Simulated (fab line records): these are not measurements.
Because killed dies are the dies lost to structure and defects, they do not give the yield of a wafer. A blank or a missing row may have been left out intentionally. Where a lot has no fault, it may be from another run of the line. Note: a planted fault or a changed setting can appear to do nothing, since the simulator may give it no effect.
What tool caused it? | flow n5 finfet | Sampling: 24 lots, 72 wafers, 6 of 1938 route steps

WHAT THE GAUGES READ, wafer by wafer
The record lacks any reading of a measuring or inspecting step that a usual standard deviation could be used to judge.

TOOL THAT RAN EACH LOT (tool first, then ch and the chambers of the sampled wafers, then the start)
lot  | N5_BEOL_M4_STRIP_66                | N5_BEOL_M4_SPUTTER_48        | N5_BEOL_M4_ANNEAL_80         | N5_BEOL_M4_ANNEAL_51             | N5_BEOL_M4_PRE_CLEAN_60          | N5_BEOL_M4_DEP_57
L074 | rie diel-01 ch 0,3, day 9 00:40    | pvd sputter-02, day 10 11:50 | pvd sputter-02, day 10 12:08 | rtp anneal-01 ch 0, day 10 13:53 | cvd co-02 ch 1,2, day 10 14:31   | pecvd-02 ch 0,2, day 10 14:40
L075 | rie diel-05 ch 1,2,3, day 9 04:47  | pvd sputter-02, day 10 09:11 | pvd sputter-02, day 10 09:29 | rtp anneal-02 ch 0, day 10 11:08 | cvd co-01 ch 1,2, day 10 11:46   | pecvd-03 ch 1, day 10 11:56
L076 | rie diel-05 ch 0,3, day 9 21:37    | pvd sputter-03, day 11 02:26 | pvd sputter-03, day 11 02:44 | rtp anneal-01 ch 0, day 11 04:23 | cvd co-02 ch 0,1, day 11 05:01   | pecvd-02 ch 1,2, day 11 05:11
L077 | rie diel-05 ch 2,3, day 10 02:08   | pvd sputter-03, day 11 11:53 | pvd sputter-03, day 11 14:29 | rtp anneal-02 ch 0, day 11 16:13 | cvd co-02 ch 1,2, day 11 16:46   | pecvd-03 ch 0,1, day 11 16:55
L080 | rie diel-01 ch 0,1,3, day 10 15:07 | pvd sputter-02, day 11 22:40 | pvd sputter-02, day 11 22:58 | rtp anneal-01 ch 0, day 12 00:40 | cvd co-02 ch 0,1, day 12 01:14   | pecvd-01 ch 0,2, day 12 01:24
L081 | rie diel-01 ch 1,2,3, day 10 15:50 | pvd sputter-03, day 11 22:58 | pvd sputter-03, day 11 23:16 | rtp anneal-02 ch 0, day 12 00:55 | cvd co-02 ch 0,1,2, day 12 01:32 | pecvd-03 ch 0,1,2, day 12 01:42
L079 | rie diel-04 ch 0,1,3, day 10 16:04 | pvd sputter-02, day 12 06:06 | pvd sputter-02, day 12 06:24 | rtp anneal-02 ch 0, day 12 08:06 | cvd co-01 ch 0,1, day 12 08:41   | pecvd-02 ch 0,1,2, day 12 08:50
L078 | rie diel-05 ch 1,2, day 10 23:47   | pvd sputter-03, day 12 15:25 | pvd sputter-03, day 12 15:43 | rtp anneal-01 ch 0, day 12 17:25 | cvd co-01 ch 0,1, day 12 18:01   | pecvd-01 ch 1,2, day 12 18:11
L083 | rie diel-05 ch 0,1,2, day 11 05:26 | pvd sputter-02, day 12 16:17 | pvd sputter-02, day 12 16:35 | rtp anneal-02 ch 0, day 12 18:21 | cvd co-02 ch 1,2, day 12 18:56   | pecvd-03 ch 1,2, day 12 19:10
L082 | rie diel-05 ch 0,1,2, day 11 11:28 | pvd sputter-03, day 12 17:51 | pvd sputter-03, day 12 18:09 | rtp anneal-02 ch 0, day 12 19:51 | cvd co-01 ch 0,1,2, day 12 20:42 | pecvd-03 ch 1,2, day 12 20:52
L085 | rie diel-04 ch 1,2,3, day 11 17:25 | pvd sputter-01, day 13 03:27 | pvd sputter-01, day 13 03:45 | rtp anneal-01 ch 0, day 13 05:27 | cvd co-02 ch 0,1,2, day 13 06:05 | pecvd-03 ch 0,1,2, day 13 06:14
L084 | rie diel-01 ch 0,2,3, day 11 17:38 | pvd sputter-01, day 13 21:41 | pvd sputter-01, day 13 21:59 | rtp anneal-02 ch 0, day 13 23:47 | cvd co-02 ch 0,1,2, day 14 00:22 | pecvd-03 ch 0,1,2, day 14 00:32
L086 | rie diel-01 ch 0,1,2, day 11 19:46 | pvd sputter-03, day 13 09:21 | pvd sputter-03, day 13 09:39 | rtp anneal-02 ch 0, day 13 11:24 | cvd co-02 ch 0,1, day 13 11:56   | pecvd-03 ch 0,1,2, day 13 12:05
L088 | rie diel-01 ch 1,2,3, day 12 02:15 | pvd sputter-02, day 14 00:47 | pvd sputter-02, day 14 01:05 | rtp anneal-01 ch 0, day 14 03:14 | cvd co-02 ch 0,1, day 14 03:46   | pecvd-01 ch 0,1, day 14 03:55
L089 | rie diel-01 ch 1,2, day 12 04:55   | pvd sputter-03, day 14 02:17 | pvd sputter-03, day 14 02:35 | rtp anneal-02 ch 0, day 14 04:17 | cvd co-01 ch 1,2, day 14 04:53   | pecvd-01 ch 1,2, day 14 05:02
L087 | rie diel-05 ch 2,3, day 12 20:04   | pvd sputter-03, day 14 08:15 | pvd sputter-03, day 14 08:33 | rtp anneal-01 ch 0, day 14 10:15 | cvd co-02 ch 1,2, day 14 10:50   | pecvd-02 ch 1,2, day 14 10:59
L091 | rie diel-04 ch 0,2,3, day 13 01:18 | pvd sputter-03, day 14 12:02 | pvd sputter-03, day 14 12:20 | rtp anneal-01 ch 0, day 14 13:59 | cvd co-02 ch 0,2, day 14 14:37   | pecvd-02 ch 1,2, day 14 14:46
L090 | rie diel-05 ch 0,3, day 13 15:55   | pvd sputter-02, day 15 01:12 | pvd sputter-02, day 15 01:30 | rtp anneal-02 ch 0, day 15 05:31 | cvd co-02 ch 0,2, day 15 06:06   | pecvd-02 ch 0,1,2, day 15 06:19
L093 | rie diel-04 ch 0,2, day 13 19:47   | pvd sputter-02, day 15 09:16 | pvd sputter-02, day 15 09:34 | rtp anneal-02 ch 0, day 15 11:13 | cvd co-01 ch 1,2, day 15 12:19   | pecvd-02 ch 0,1, day 15 12:32
L092 | rie diel-05 ch 0,1,2, day 14 00:20 | pvd sputter-01, day 15 12:13 | pvd sputter-01, day 15 12:31 | rtp anneal-02 ch 0, day 15 14:11 | cvd co-02 ch 0,2, day 15 14:49   | pecvd-01 ch 0,1, day 15 15:01
L094 | rie diel-01 ch 0,1,3, day 14 15:48 | pvd sputter-03, day 15 12:02 | pvd sputter-03, day 15 12:20 | rtp anneal-01 ch 0, day 15 14:09 | cvd co-01 ch 1,2, day 15 14:44   | pecvd-03 ch 1,2, day 15 14:56
L097 | rie diel-05 ch 1,2,3, day 15 01:05 | pvd sputter-02, day 16 12:29 | pvd sputter-02, day 16 12:47 | rtp anneal-01 ch 0, day 16 14:26 | cvd co-02 ch 0,1, day 16 15:04   | pecvd-03 ch 1,2, day 16 15:14
L095 | rie diel-05 ch 0,1,2, day 15 08:56 | pvd sputter-02, day 17 15:43 | pvd sputter-02, day 17 16:01 | rtp anneal-01 ch 0, day 17 17:43 | cvd co-02 ch 0,1, day 17 18:17   | pecvd-03 ch 1,2, day 17 18:27
L096 | rie diel-04 ch 0,1,2, day 15 12:50 | pvd sputter-03, day 16 04:40 | pvd sputter-03, day 16 04:58 | rtp anneal-02 ch 0, day 16 06:40 | cvd co-01 ch 0,1,2, day 16 07:22 | pecvd-01 ch 0,1, day 16 07:32
- N5_BEOL_M4_STRIP_66: strips in CF4.
- N5_BEOL_M4_SPUTTER_48: material Cu, target thk 4.5 nm, time 8.29 s.
- N5_BEOL_M4_ANNEAL_80: time 240 s.
- N5_BEOL_M4_ANNEAL_51: time 90 s.
- N5_BEOL_M4_PRE_CLEAN_60: time 15 s.
- N5_BEOL_M4_DEP_57: deposits SiCN from 3MS/NH3, target thk 8 nm, time 14 s.

WHAT THE TOOLS THEMSELVES READ (means of the sampled wafers that have a number; where no wafer has one, the mark that the record gives instead)
N5_BEOL_M4_STRIP_66. Usual: drypump motor current A 5.5 A, standard deviation 0.51; oes product au 0.78 a.u., standard deviation 0.078; rf vpp V 271.0 V, standard deviation 1.3; showerhead plenum p Torr 1.79 Torr, standard deviation 0.04; throttle valve pct 13.41 %, standard deviation 0.18.
lot  | tool        | drypump motor current A (A) | oes product au (a.u.) | rf vpp V (V) | showerhead plenum p Torr (Torr) | throttle valve pct (%) | flag
L074 | rie diel-01 | 5.5                         | 0.75                  | 271.0        | 1.77                            | 13.54                  |
L075 | rie diel-05 | 5.7                         | 0.85                  | 270.9        | 1.78                            | 13.27                  |
L076 | rie diel-05 | 5.2                         | 0.83                  | 271.4        | 1.80                            | 13.48                  |
L077 | rie diel-05 | 5.3                         | 0.86                  | 270.7        | 1.78                            | 13.33                  |
L080 | rie diel-01 | 5.4                         | 0.75                  | 271.0        | 1.79                            | 13.50                  |
L081 | rie diel-01 | 5.3                         | 0.75                  | 269.6        | 1.77                            | 13.46                  |
L079 | rie diel-04 | 6.2                         | 0.74                  | 271.6        | 1.81                            | 13.55                  |
L078 | rie diel-05 | 6.1                         | 0.81                  | 270.9        | 1.77                            | 13.26                  |
L083 | rie diel-05 | 5.7                         | 0.78                  | 270.4        | 1.79                            | 13.39                  |
L082 | rie diel-05 | 5.7                         | 0.78                  | 270.5        | 1.79                            | 13.39                  |
L085 | rie diel-04 | 6.0                         | 0.76                  | 271.0        | 1.81                            | 13.45                  |
L084 | rie diel-01 | 5.4                         | 0.82                  | 271.7        | 1.81                            | 13.36                  |
L086 | rie diel-01 | 5.3                         | 0.79                  | 271.7        | 1.84                            | 13.44                  |
L088 | rie diel-01 | 5.3                         | 0.82                  | 271.8        | 1.83                            | 13.30                  |
L089 | rie diel-01 | 5.1                         | 0.86                  | 274.8        | 1.88                            | 13.20                  |
L087 | rie diel-05 | 5.3                         | 0.83                  | 269.6        | 1.78                            | 13.39                  |
L091 | rie diel-04 | 5.7                         | 0.78                  | 271.8        | 1.79                            | 13.34                  |
L090 | rie diel-05 | 5.2                         | 0.82                  | 271.0        | 1.78                            | 13.48                  |
L093 | rie diel-04 | 5.2                         | 0.78                  | 270.2        | 1.77                            | 13.23                  |
L092 | rie diel-05 | 5.7                         | 0.76                  | 270.8        | 1.79                            | 13.44                  |
L094 | rie diel-01 | 5.4                         | 0.71                  | 270.4        | 1.78                            | 13.58                  |
L097 | rie diel-05 | 5.7                         | 0.79                  | 270.1        | 1.77                            | 13.40                  |
L095 | rie diel-05 | 5.7                         | 0.75                  | 270.9        | 1.78                            | 13.46                  |
L096 | rie diel-04 | 5.7                         | 0.79                  | 271.4        | 1.77                            | 13.36                  |

N5_BEOL_M4_SPUTTER_48. Usual: susceptor temp C -20.01 C, standard deviation 0.1; throttle valve pct 30.3 %, standard deviation 0.72.
lot  | tool           | susceptor temp C (C) | throttle valve pct (%) | flag
L074 | pvd sputter-02 | -20.04               | 30.3                   |
L075 | pvd sputter-02 | -19.98               | 30.0                   |
L076 | pvd sputter-03 | -20.08               | 30.0                   |
L077 | pvd sputter-03 | -20.05               | 30.6                   |
L080 | pvd sputter-02 | -20.00               | 30.3                   |
L081 | pvd sputter-03 | -20.04               | 31.0                   |
L079 | pvd sputter-02 | -19.98               | 30.5                   |
L078 | pvd sputter-03 | -20.10               | 29.9                   |
L083 | pvd sputter-02 | -19.98               | 30.2                   |
L082 | pvd sputter-03 | -20.03               | 30.6                   |
L085 | pvd sputter-01 | -20.02               | 30.6                   |
L084 | pvd sputter-01 | -20.03               | 30.3                   |
L086 | pvd sputter-03 | -20.03               | 29.7                   |
L088 | pvd sputter-02 | -20.04               | 30.0                   |
L089 | pvd sputter-03 | -20.00               | 30.6                   |
L087 | pvd sputter-03 | -19.89               | 30.3                   |
L091 | pvd sputter-03 | -20.05               | 30.3                   |
L090 | pvd sputter-02 | -20.02               | 30.3                   |
L093 | pvd sputter-02 | -20.04               | 30.4                   |
L092 | pvd sputter-01 | -19.96               | 30.7                   |
L094 | pvd sputter-03 | -19.93               | 29.9                   |
L097 | pvd sputter-02 | -19.93               | 30.1                   |
L095 | pvd sputter-02 | -20.12               | 30.4                   |
L096 | pvd sputter-03 | -20.06               | 29.9                   |

N5_BEOL_M4_ANNEAL_80. Usual: heater power w 829 W, standard deviation 90; susceptor temp C 400.03 C, standard deviation 0.21.
lot  | tool           | heater power w (W) | susceptor temp C (C) | flag
L074 | pvd sputter-02 | 911                | 399.99               |
L075 | pvd sputter-02 | 930                | 400.04               |
L076 | pvd sputter-03 | 773                | 400.21               |
L077 | pvd sputter-03 | 762                | 400.21               |
L080 | pvd sputter-02 | 920                | 400.00               |
L081 | pvd sputter-03 | 739                | 400.08               |
L079 | pvd sputter-02 | 858                | 400.00               |
L078 | pvd sputter-03 | 789                | 399.95               |
L083 | pvd sputter-02 | 924                | 399.84               |
L082 | pvd sputter-03 | 764                | 400.07               |
L085 | pvd sputter-01 | 823                | 400.14               |
L084 | pvd sputter-01 | 828                | 399.82               |
L086 | pvd sputter-03 | 783                | 400.02               |
L088 | pvd sputter-02 | 871                | 400.00               |
L089 | pvd sputter-03 | 761                | 400.08               |
L087 | pvd sputter-03 | 789                | 399.87               |
L091 | pvd sputter-03 | 798                | 400.01               |
L090 | pvd sputter-02 | 840                | 399.80               |
L093 | pvd sputter-02 | 842                | 399.89               |
L092 | pvd sputter-01 | 820                | 400.06               |
L094 | pvd sputter-03 | 774                | 399.91               |
L097 | pvd sputter-02 | 846                | 400.02               |
L095 | pvd sputter-02 | 865                | 400.16               |
L096 | pvd sputter-03 | 790                | 400.08               |

N5_BEOL_M4_ANNEAL_51. Usual: anneal temp c max 226.1, standard deviation 0.33; wafer_temp_C_max 225.95, standard deviation 0.25.
lot  | tool          | anneal temp c max | wafer_temp_C_max | flag
L074 | rtp anneal-01 | 226.4             | 225.90           |
L075 | rtp anneal-02 | 225.9             | 225.84           |
L076 | rtp anneal-01 | 226.2             | 226.10           |
L077 | rtp anneal-02 | 225.7             | 226.16           |
L080 | rtp anneal-01 | 226.1             | 226.01           |
L081 | rtp anneal-02 | 225.7             | 226.19           |
L079 | rtp anneal-02 | 225.8             | 225.54           |
L078 | rtp anneal-01 | 226.3             | 226.01           |
L083 | rtp anneal-02 | 226.1             | 225.73           |
L082 | rtp anneal-02 | 225.8             | 225.78           |
L085 | rtp anneal-01 | 226.1             | 226.22           |
L084 | rtp anneal-02 | 226.0             | 225.85           |
L086 | rtp anneal-02 | 226.1             | 226.05           |
L088 | rtp anneal-01 | 226.5             | 225.99           |
L089 | rtp anneal-02 | 225.6             | 226.18           |
L087 | rtp anneal-01 | 226.3             | 225.77           |
L091 | rtp anneal-01 | 226.5             | 226.24           |
L090 | rtp anneal-02 | 225.8             | 225.96           |
L093 | rtp anneal-02 | 225.8             | 226.05           |
L092 | rtp anneal-02 | 226.2             | 225.79           |
L094 | rtp anneal-01 | 226.3             | 225.91           |
L097 | rtp anneal-01 | 226.2             | 225.92           |
L095 | rtp anneal-01 | 226.3             | 225.68           |
L096 | rtp anneal-02 | 226.0             | 226.01           |

N5_BEOL_M4_PRE_CLEAN_60. Usual: 103 W for heater power w, sd 21.
lot  | tool      | heater power w (W) | flag
L074 | cvd co-02 | 128                |
L075 | cvd co-01 | 94                 |
L076 | cvd co-02 | 105                |
L077 | cvd co-02 | 128                |
L080 | cvd co-02 | 103                |
L081 | cvd co-02 | 114                |
L079 | cvd co-01 | 76                 |
L078 | cvd co-01 | 77                 |
L083 | cvd co-02 | 127                |
L082 | cvd co-01 | 84                 |
L085 | cvd co-02 | 113                |
L084 | cvd co-02 | 112                |
L086 | cvd co-02 | 118                |
L088 | cvd co-02 | 117                |
L089 | cvd co-01 | 96                 |
L087 | cvd co-02 | 127                |
L091 | cvd co-02 | 97                 |
L090 | cvd co-02 | 105                |
L093 | cvd co-01 | 98                 |
L092 | cvd co-02 | 106                |
L094 | cvd co-01 | 92                 |
L097 | cvd co-02 | 101                |
L095 | cvd co-02 | 103                |
L096 | cvd co-01 | 85                 |

N5_BEOL_M4_DEP_57. Usual: showerhead plenum p Torr 3.660 Torr, standard deviation 0.013; showerhead vpp V 892 V, standard deviation 35; throttle valve pct 8.9 %, standard deviation 0.53.
lot  | tool     | showerhead plenum p Torr (Torr) | showerhead vpp V (V) | throttle valve pct (%) | flag
L074 | pecvd-02 | 3.660                           | 895                  | 8.6                    |
L075 | pecvd-03 | 3.666                           | 876                  | 9.6                    |
L076 | pecvd-02 | 3.667                           | 898                  | 9.1                    |
L077 | pecvd-03 | 3.667                           | 878                  | 9.2                    |
L080 | pecvd-01 | 3.638                           | 860                  | 9.2                    |
L081 | pecvd-03 | 3.665                           | 903                  | 8.8                    |
L079 | pecvd-02 | 3.657                           | 895                  | 8.9                    |
L078 | pecvd-01 | 3.669                           | 880                  | 9.1                    |
L083 | pecvd-03 | 3.665                           | 907                  | 8.9                    |
L082 | pecvd-03 | 3.665                           | 914                  | 9.0                    |
L085 | pecvd-03 | 3.657                           | 894                  | 9.0                    |
L084 | pecvd-03 | 3.656                           | 902                  | 8.8                    |
L086 | pecvd-03 | 3.658                           | 899                  | 8.9                    |
L088 | pecvd-01 | 3.669                           | 881                  | 9.3                    |
L089 | pecvd-01 | 3.670                           | 888                  | 9.1                    |
L087 | pecvd-02 | 3.668                           | 866                  | 8.6                    |
L091 | pecvd-02 | 3.656                           | 855                  | 8.7                    |
L090 | pecvd-02 | 3.659                           | 893                  | 8.8                    |
L093 | pecvd-02 | 3.663                           | 921                  | 9.1                    |
L092 | pecvd-01 | 3.654                           | 860                  | 9.4                    |
L094 | pecvd-03 | 3.654                           | 918                  | 8.8                    |
L097 | pecvd-03 | 3.663                           | 900                  | 8.7                    |
L095 | pecvd-03 | 3.651                           | 913                  | 8.7                    |
L096 | pecvd-01 | 3.654                           | 866                  | 9.6                    |

THE ANSWER, worked out from the rows above alone
Rule: a lot counts as off when the mean over its wafers that have a number is more than 3 standard deviations away from the usual mean. A lot without any number at a reading at which 4 lots or more have one is off too. Where the step has rows for the other lots, those lots are counted as sound. The gauges are gone through in route order, then the tools' own readings, and for those a lot's mean is taken as printed above. At the first step where some lot is off, the reading lying furthest off is the one used; lots without a number count as furthest.
No lot is off on any of the readings shown, so nothing can be concluded from this.

WHAT WAS PUT IN BY THE SIMULATOR
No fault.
